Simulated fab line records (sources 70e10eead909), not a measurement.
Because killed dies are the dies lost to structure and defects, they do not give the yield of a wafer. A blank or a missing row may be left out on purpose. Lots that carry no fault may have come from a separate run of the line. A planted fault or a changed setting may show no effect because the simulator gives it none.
fab line records	flow nand-harc
[record] lots = 7	wafers = 21	last-day = 34
route steps=1302 shown P_CONTACT@236
lots that met no fault: from a run of the same line without faults
start-h: hours from the record's opening day to when the first of the lot's shown wafers began	wait-h: time in hours since the lot's previous step	" same as the row above	L1.1+2: several wafers, shown together as one row	- value missing, or start not given	* or withheld: withheld	< > ~ a bound
route shown NAME@n: NAME is a module with steps in the file, n the number in the route of the first one	usual: mean/standard deviation taken from wafers without a fault	same: alike in all rows	chamber/n: place in a boat	sites: the reading at each site	_std_site: standard deviation of those values	_edge_site: inner sites' mean taken away from outer sites' mean	radius-mm: for every site, how far away it sits from the centre of the wafer	mask NAME#n: copy n	behind: the most recent tool/chamber to have shaped the wafer	hold: why the lot went on hold/how many hours it stayed there/how the hold came to an end	device: names the non-switching transistor (n, p or np)	end of line: the same wafers' tests at the end of the route	a step without rows: its recipe alone	killed: count of dies lost to structure and defects at first sort (not the wafer's yield)	map: the dies of a wafer, with x for killed, . for not killed, _ for no die there
set.NAME: setting as actually run; set.NAME@STEP: the setting as run at that earlier step	model.NAME: the simulator's own value behind a step, which no gauge read
certain route steps with their lots: each step a table, each wafer a row
services: the hour from which a tool's chamber was out of use, counted from the record's first day as start-h (under 0 if before that day), plus the number of hours and why
[[steps]]
[step NHARC_P_CONTACT_ETCH_35]
[recipe] target-depth-a = 390	over-etch-frac = 0.3	time-s = 65	ion-energy-ev = 80	cf4-flow-sccm = 150	ar-flow-sccm = 0	rf-w = 300	bias-w = 100	chemistry = CF4
[usual] drypump-motor-current-A = 5.9/0.49	oes-product-au = 0.999/0.011	rf-vpp-V = 151.3/1.3	showerhead-plenum-p-Torr = 1.77/0.071	throttle-valve-pct = 13.284/0.0099
lot.wafer	tool	chamber	start-h	wait-h	drypump-motor-current-A	oes-product-au	rf-hours-counter-h	rf-vpp-V	showerhead-plenum-p-Torr	throttle-valve-pct
L260.4	rie-diel-07	0	147.50	0.1	5.2	0.995	1.1	149.6	1.69	13.277
L260.1	"	1	"	"	6.5	0.980	1.3	153.3	1.88	13.291
L260.6	"	3	"	"	5.8	1.006	-	149.9	1.69	13.302
L268.4	rie-diel-07	2	230.55	0.1	5.8	0.999	6.5	152.4	1.74	13.299
L268.1	"	3	"	"	5.8	1.010	6.2	150.2	1.69	13.289
L268.5	"	1	"	"	6.5	1.001	-	153.6	1.88	13.296
L270.2	rie-diel-04	2	251.67	0.1	5.9	0.994	2.2	150.5	1.85	13.275
L270.4	"	0	"	"	5.6	0.999	-	151.2	1.81	13.284
L270.5	"	2	"	"	5.8	0.987	-	151.5	1.85	13.293
L272.1	rie-diel-04	3	266.66	0.1	6.1	1.004	2.8	152.2	1.76	13.282
L272.3	"	1	"	"	6.4	1.001	0.6	152.0	1.84	13.291
L272.4	"	3	"	"	6.1	0.983	-	151.4	1.76	13.272
L271.4	rie-diel-08	1	269.51	0.1	5.9	0.994	1.2	153.5	1.82	13.284
L271.1	"	2	"	"	4.8	1.008	1.2	152.3	1.86	13.281
L271.6	"	3	"	"	6.6	1.004	-	150.0	1.72	13.282
L274.3	rie-diel-07	2	284.54	0.1	5.8	0.997	8.2	150.7	1.74	13.286
L274.1	"	1	"	"	6.5	1.005	8.5	152.6	1.88	13.273
L274.5	"	2	"	"	5.8	0.996	-	151.7	1.74	13.284
L280.4	rie-diel-07	3	343.33	0.1	5.8	1.000	1.9	151.5	1.69	13.283
L280.3	"	0	"	"	5.2	1.003	1.9	151.2	1.68	13.295
L280.6	"	2	"	"	5.7	0.968	-	150.1	1.74	13.294
[step NHARC_P_CONTACT_ETCH_36]
[recipe] target-depth-a = 2600	over-etch-frac = 0.25	time-s = 406.25	ion-energy-ev = 200	n2-flow-sccm = 150	h2-flow-sccm = 150	ar-flow-sccm = 0	rf-w = 400	bias-w = 150	chemistry = N2/H2
[usual] drypump-motor-current-A = 5.9/0.51	oes-product-au = 1.000/0.01	rf-vpp-V = 430.6/2.7	showerhead-plenum-p-Torr = 2.05/0.091	throttle-valve-pct = 14.171/0.0094
lot.wafer	tool	chamber	start-h	wait-h	drypump-motor-current-A	oes-product-au	rf-hours-counter-h	rf-vpp-V	showerhead-plenum-p-Torr	throttle-valve-pct
L260.4	rie-diel-07	0	-	-	5.2	1.007	1.1	427.8	1.93	14.168
L260.1	"	1	"	"	6.5	0.997	1.4	434.3	2.19	14.174
L260.6	"	2	"	"	5.7	0.990	-	430.3	2.01	14.173
L268.4	rie-diel-07	3	-	-	5.8	0.998	6.3	426.6	1.94	14.151
L268.1	"	1	"	"	6.5	0.994	6.2	433.7	2.19	14.165
L268.5	"	2	"	"	5.8	1.002	-	429.6	2.01	14.171
L270.2	rie-diel-04	3	-	-	6.1	0.993	2.3	428.9	2.03	14.176
L270.5	"	2	"	"	5.9	0.987	-	432.7	2.15	14.165
L270.4	"	0	"	"	5.6	1.003	-	432.2	2.09	14.172
L272.1	rie-diel-04	3	-	-	6.1	0.983	2.9	431.0	2.03	14.153
L272.3	"	1	"	"	6.4	1.013	0.7	432.4	2.13	14.171
L272.4	"	3	"	"	6.2	0.976	-	429.4	2.03	14.169
L271.4	rie-diel-08	3	-	-	6.6	1.019	1.5	429.3	1.98	14.180
L271.1	"	2	"	"	4.7	1.003	1.3	433.2	2.16	14.182
L271.6	"	0	"	"	6.0	1.007	-	427.3	1.92	14.168
L274.1	rie-diel-07	0	-	-	5.2	0.997	8.5	426.6	1.93	14.154
L274.3	"	2	"	"	5.8	1.008	8.3	429.6	2.01	14.171
L274.5	"	0	"	"	5.2	0.995	-	428.0	1.93	14.171
L280.3	rie-diel-07	0	-	-	5.2	1.003	2.0	426.4	1.93	14.181
L280.4	"	2	"	"	5.8	0.975	1.7	430.1	2.01	14.171
L280.6	"	1	"	"	6.5	0.993	-	436.1	2.18	14.184
[step NHARC_P_CONTACT_ETCH_18]
[recipe] target-depth-a = 4810	time-s = 240.5	c4f8-flow-sccm = 20	o2-flow-sccm = 10	ar-flow-sccm = withheld	rf-w = 600	bias-w = 1500	chemistry = C4F8/O2/Ar
[usual] oes-product-au = 0.958/0.02	rf-vpp-V = 978/5.7
lot.wafer	tool	chamber	start-h	wait-h	oes-product-au	rf-hours-counter-h	rf-vpp-V
L260.4	rie-diel-07	3	-	-	0.983	1.5	972
L260.1	"	0	"	"	0.962	1.2	972
L260.6	"	2	"	"	0.964	-	976
L268.4	rie-diel-07	2	-	-	0.974	6.8	977
L268.1	"	0	"	"	0.975	6.0	971
L268.5	"	3	"	"	0.967	-	972
L270.2	rie-diel-04	3	-	-	0.952	2.6	978
L270.5	"	2	"	"	0.954	-	985
L270.4	"	0	"	"	0.963	-	981
L272.1	rie-diel-04	2	-	-	0.952	3.1	985
L272.3	"	3	"	"	0.936	3.1	980
L272.4	"	3	"	"	0.943	-	977
L271.1	rie-diel-08	1	-	-	0.975	1.3	982
L271.4	"	2	"	"	0.973	1.4	986
L271.6	"	1	"	"	0.970	-	982
L274.3	rie-diel-07	0	-	-	0.959	8.7	972
L274.1	"	2	"	"	0.968	8.4	975
L274.5	"	0	"	"	0.960	-	970
L280.3	rie-diel-07	2	-	-	0.955	1.8	974
L280.4	"	0	"	"	0.967	2.2	971
L280.6	"	2	"	"	0.948	-	977
[step NHARC_P_CONTACT_STRIP_37]
[recipe] c4f8-flow-sccm = withheld	o2-flow-sccm = 8	ar-flow-sccm = withheld	bias-w = 0	chemistry = C4F8/O2/Ar
[step NHARC_P_CONTACT_ETCH_31]
[recipe] target-depth-a = 300	time-s = 85.7	ion-energy-ev = 120	over-etch-frac = 1	ch3f-flow-sccm = 50	o2-flow-sccm = 30	ar-flow-sccm = 200	rf-w = 500	bias-w = 100	chemistry = CH3F/O2
[usual] drypump-motor-current-A = 5.9/0.47	oes-product-au = 0.976/0.014	rf-vpp-V = 244.7/1.7	showerhead-plenum-p-Torr = 2.47/0.1	throttle-valve-pct = 20.662/0.0093
lot.wafer	tool	chamber	start-h	wait-h	drypump-motor-current-A	oes-product-au	rf-hours-counter-h	rf-vpp-V	showerhead-plenum-p-Torr	throttle-valve-pct
L260.4	rie-diel-07	0	-	-	5.2	0.986	1.3	241.1	2.34	20.679
L260.1	"	1	"	"	6.5	0.979	1.5	246.1	2.63	20.662
L260.6	"	3	"	"	5.8	0.984	-	242.7	2.34	20.663
L268.4	rie-diel-07	2	-	-	5.7	0.980	6.9	243.9	2.42	20.651
L268.1	"	3	"	"	5.8	0.984	6.6	241.8	2.34	20.659
L268.5	"	2	"	"	5.7	0.967	-	244.5	2.42	20.652
L270.2	rie-diel-04	2	-	-	5.9	0.965	2.6	246.7	2.58	20.658
L270.5	"	2	"	"	5.9	0.966	-	245.2	2.58	20.638
L270.4	"	0	"	"	5.6	0.975	-	244.0	2.51	20.647
L272.1	rie-diel-04	1	-	-	6.5	0.990	1.0	246.1	2.56	20.672
L272.3	"	3	"	"	6.1	0.967	3.2	245.3	2.45	20.667
L272.4	"	1	"	"	6.4	0.986	-	246.5	2.56	20.672
L271.4	rie-diel-08	1	-	-	5.9	0.982	1.4	245.8	2.54	20.675
L271.1	"	2	"	"	4.8	0.974	1.5	246.3	2.59	20.656
L271.6	"	2	"	"	4.8	0.975	-	245.5	2.59	20.675
L274.1	rie-diel-07	3	-	-	5.8	0.982	9.2	243.2	2.34	20.656
L274.3	"	0	"	"	5.2	0.984	8.8	242.8	2.34	20.678
L274.5	"	1	"	"	6.5	0.988	-	246.7	2.62	20.664
L280.3	rie-diel-07	1	-	-	6.5	0.972	2.0	244.6	2.62	20.648
L280.4	"	0	"	"	5.2	0.978	2.3	242.5	2.34	20.662
L280.6	"	1	"	"	6.5	0.973	-	246.2	2.62	20.681
[step NHARC_P_CONTACT_CD_MEAS_19]
[usual] cd-nm = 90.0/1.4
lot.wafer	tool	chamber	start-h	wait-h	cd-nm
L260.1	cd-sem-01	-	148.28	-	90.3
L260.4	"	-	"	"	87.5
L260.6	"	-	"	"	90.0
L268.1	cd-sem-03	-	231.33	-	87.7
L268.4	"	-	"	"	90.4
L268.5	"	-	"	"	89.4
L270.2	cd-sem-01	-	252.59	-	90.6
L270.4	"	-	"	"	89.9
L270.5	"	-	"	"	89.3
L272.1	cd-sem-02	-	267.58	-	90.8
L272.3	"	-	"	"	89.2
L272.4	"	-	"	"	89.9
L271.1	cd-sem-02	-	270.29	-	90.3
L271.4	"	-	"	"	91.2
L271.6	"	-	"	"	89.6
L274.1	cd-sem-03	-	285.32	-	90.3
L274.3	"	-	"	"	91.7
L274.5	"	-	"	"	92.6
L280.3	cd-sem-01	-	344.11	-	89.9
L280.4	"	-	"	"	90.0
L280.6	"	-	"	"	90.8
[step NHARC_P_CONTACT_STRIP_28]
[recipe] o2-flow-sccm = 500	ar-flow-sccm = 0	bias-w = 0	chemistry = O2
[usual] drypump-motor-current-A = 5.9/0.5	oes-product-au = 1.000/0.0089	rf-vpp-V = 57.8/0.96	showerhead-plenum-p-Torr = 3.54/0.15	throttle-valve-pct = 17.034/0.009
lot.wafer	tool	chamber	start-h	wait-h	drypump-motor-current-A	oes-product-au	rf-hours-counter-h	rf-vpp-V	showerhead-plenum-p-Torr	throttle-valve-pct
L260.4	rie-diel-07	0	148.36	0.1	5.2	0.997	1.3	56.2	3.36	17.035
L260.1	"	2	"	"	5.8	0.992	1.9	57.1	3.48	17.025
L260.6	"	0	"	"	5.2	1.002	-	56.0	3.36	17.041
L268.1	rie-diel-04	2	231.46	0.1	5.9	0.988	1.9	57.3	3.70	17.043
L268.4	"	3	"	"	6.2	0.986	-	55.9	3.51	17.019
L268.5	"	2	"	"	5.9	0.990	-	59.3	3.70	17.037
L270.4	rie-diel-07	1	252.66	0.1	6.6	1.002	6.6	59.1	3.76	17.036
L270.2	"	3	"	"	5.8	1.002	7.0	56.6	3.36	17.026
L270.5	"	2	"	"	5.8	0.990	-	58.7	3.48	17.040
L272.3	rie-diel-07	0	267.65	0.1	5.2	1.007	7.2	57.8	3.36	17.026
L272.4	"	1	"	"	6.6	0.998	7.3	58.0	3.76	17.039
L272.1	"	2	"	"	5.8	0.992	7.9	56.8	3.48	17.038
L271.1	rie-diel-07	2	270.36	0.1	5.8	0.984	8.1	57.1	3.48	17.030
L271.4	"	1	"	"	6.5	0.985	7.4	59.4	3.76	17.040
L271.6	"	3	"	"	5.8	0.990	-	58.1	3.36	17.052
L274.1	rie-diel-04	1	285.40	0.1	6.4	1.000	1.4	57.5	3.66	17.037
L274.3	"	3	"	"	6.1	0.986	3.6	57.5	3.51	17.039
L274.5	"	2	"	"	5.8	0.987	-	59.0	3.70	17.046
L280.4	rie-diel-08	2	344.20	0.1	4.8	0.987	3.8	57.1	3.71	17.039
L280.3	"	0	"	"	6.1	0.989	4.1	56.8	3.34	17.034
L280.6	"	1	"	"	6.0	0.994	-	59.7	3.64	17.045
[step NHARC_P_CONTACT_STRIP_29]
[recipe] time-s = 1200	temp-c = 72.5	chemistry = post-etch-residue-remover
[step NHARC_P_CONTACT_DEGAS_38]
[recipe] temp-c = 300	time-s = 60
[step NHARC_P_CONTACT_PRE_CLEAN_39]
[recipe] time-s = 19.5	bias-v = 250	gas = Ar
[step NHARC_P_CONTACT_PVD_32]
[recipe] target-thk-a = 50	chamber-pressure-pa = 5	power-w = 5000	substrate-temp-c = 200	time-s = 17.7	material = Ti
[step NHARC_P_CONTACT_ALD_22]
[recipe] target-thk-a = 30	pulse-time-s = 1	ald-cycles = 150	temp-c = 450	material = TiN
[step NHARC_P_CONTACT_CVD_23]
[recipe] target-thk-a = 2000	temp-c = 300	pressure-torr = 40	wf6-flow-sccm = 40	h2-flow-sccm = 1600	ar-flow-sccm = 1560	time-s = 557	material = W
[usual] chamber-pressure-Torr = 40.00/0.09	heater-power-w = 412/31	throttle-valve-pct = 8.01/0.21
lot.wafer	tool	chamber	start-h	wait-h	chamber-pressure-Torr	heater-power-w	throttle-valve-pct
L260.1	cvd-w-01	0	149.52	-	39.93	387	8.06
L260.4	"	1	"	"	40.06	414	8.40
L260.6	"	1	"	"	39.93	405	8.12
L268.1	cvd-w-01	0	232.54	-	39.93	386	7.77
L268.4	"	1	"	"	40.04	381	7.88
L268.5	"	0	"	"	39.99	388	7.87
L268.1	cvd-w-01	0	233.34	0.7	40.09	384	7.90
L268.4	"	1	"	"	39.94	377	7.80
L268.5	"	0	"	"	40.23	394	7.88
L270.2	cvd-w-01	0	253.73	-	40.02	387	7.52
L270.4	"	1	"	"	40.00	381	8.13
L270.5	"	0	"	"	40.12	384	7.89
L272.1	cvd-w-01	1	268.83	-	40.06	380	8.12
L272.4	"	0	"	"	39.94	391	7.79
L272.3	"	1	"	"	40.00	385	7.91
L272.1	cvd-w-01	1	269.62	0.7	39.94	366	8.14
L272.4	"	0	"	"	39.91	383	7.63
L272.3	"	1	"	"	40.08	380	8.31
L271.1	cvd-w-01	0	272.20	-	40.03	391	8.09
L271.4	"	0	"	"	39.86	383	7.90
L271.6	"	1	"	"	39.99	381	8.28
L274.1	cvd-w-01	1	286.57	-	40.10	374	7.99
L274.3	"	1	"	"	39.93	373	8.28
L274.5	"	0	"	"	40.06	397	7.78
L274.1	cvd-w-01	1	287.35	0.7	40.07	367	7.95
L274.3	"	1	"	"	39.93	376	8.15
L274.5	"	0	"	"	40.07	385	7.59
L280.4	cvd-w-02	1	345.44	-	40.09	435	8.18
L280.3	"	0	"	"	40.02	465	7.93
L280.6	"	0	"	"	39.99	463	8.00
[step NHARC_P_CONTACT_CMP_24]
[recipe] t-overpolish-s = 30	target-thk-nm = 200
[usual] motor-current-A = 11.7/1.3	overpolish-run-s = 29.999/0.0094	time-to-endpoint-s = 39.6/2.4
[same] t-overpolish-s = 30
lot.wafer	tool	chamber	start-h	wait-h	motor-current-A	overpolish-run-s	time-to-endpoint-s
L260.1	cmp-02	2	150.08	0.5	11.3	29.983	39.2
L260.4	"	1	"	"	12.4	29.983	36.6
L260.6	"	3	"	"	12.0	30.001	36.5
L268.4	cmp-03	0	234.06	0.4	10.7	30.009	83.2
L268.1	"	2	"	"	10.5	29.988	81.7
L268.5	"	1	"	"	10.3	29.985	78.8
L270.4	cmp-01	0	254.43	0.3	12.7	29.988	37.8
L270.2	"	1	"	"	13.5	29.993	36.3
L270.5	"	3	"	"	14.7	29.989	35.9
L272.1	cmp-01	0	270.38	0.7	12.7	30.015	77.1
L272.3	"	1	"	"	13.5	30.010	75.9
L272.4	"	3	"	"	14.4	30.013	78.6
L271.1	cmp-03	1	272.85	0.6	10.5	30.013	36.4
L271.4	"	0	"	"	10.8	30.003	39.3
L271.6	"	2	"	"	11.3	29.994	38.5
L274.3	cmp-03	2	288.01	0.4	11.2	30.008	75.3
L274.1	"	3	"	"	10.4	29.980	80.7
L274.5	"	2	"	"	11.0	30.018	77.5
L280.3	cmp-03	3	345.91	0.3	10.2	29.989	41.9
L280.4	"	1	"	"	10.8	29.989	37.8
L280.6	"	0	"	"	10.8	30.004	40.1
[[services]]
tool	chamber	start-h	hours	kind
cmp-02	-	141.89	4.0	pm
rie-diel-07	2	151.16	1.4	repair
cmp-01	-	152.10	2.3	repair
cmp-03	-	162.00	4.0	pm
cmp-03	-	167.05	1.7	repair
rie-diel-04	-	177.90	9.0	pm
cvd-w-01	-	185.00	13.0	pm
cmp-01	-	185.50	4.0	pm
rie-diel-08	-	190.80	9.0	pm
rie-diel-04	1	198.84	58.3	repair
cmp-02	-	223.10	3.2	repair
rie-diel-07	1	231.36	6.3	repair
rie-diel-07	1	238.83	4.8	repair
cmp-02	-	239.89	4.0	pm
cmp-03	-	260.00	4.0	pm
rie-diel-04	0	261.35	9.3	repair
cmp-03	-	267.00	2.3	repair
cvd-w-02	-	269.00	13.0	pm
rie-diel-07	2	274.64	3.6	repair
cmp-01	-	283.59	4.0	pm
cmp-03	-	287.55	0.4	repair
cmp-03	-	289.08	7.2	repair
rie-diel-07	-	294.20	9.0	pm
rie-diel-08	2	309.89	3.1	repair
[[key]]
[first-sign] step = NHARC_P_CONTACT_CVD_23	reading = visit	direction = added
[effect] step = NHARC_P_CONTACT_CMP_24	reading = time-to-endpoint-s	direction = up	sigmas = 16	usual = *	struck = *
met-at NHARC_P_CONTACT_CVD_23
struck-wafers L268.1,L268.4,L268.5,L272.1,L272.3,L272.4,L274.1,L274.3,L274.5
tester-left-out L268,L272,L274
[fault] kind = repeated-step-whole	tool = cvd-w-01,cvd-w-02	chamber = -	onset-h = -	steps = NHARC_P_CONTACT_CVD_23	times = 1	scope = struck-lots-only
// tester-left-out: of these lots the tester's yield and bins aren't shown, on N5 and GAA mostly nor the transistor test; their killed dies are dies lost to structure and defects alone, not to doping, threshold or leakage, so they don't give the yield
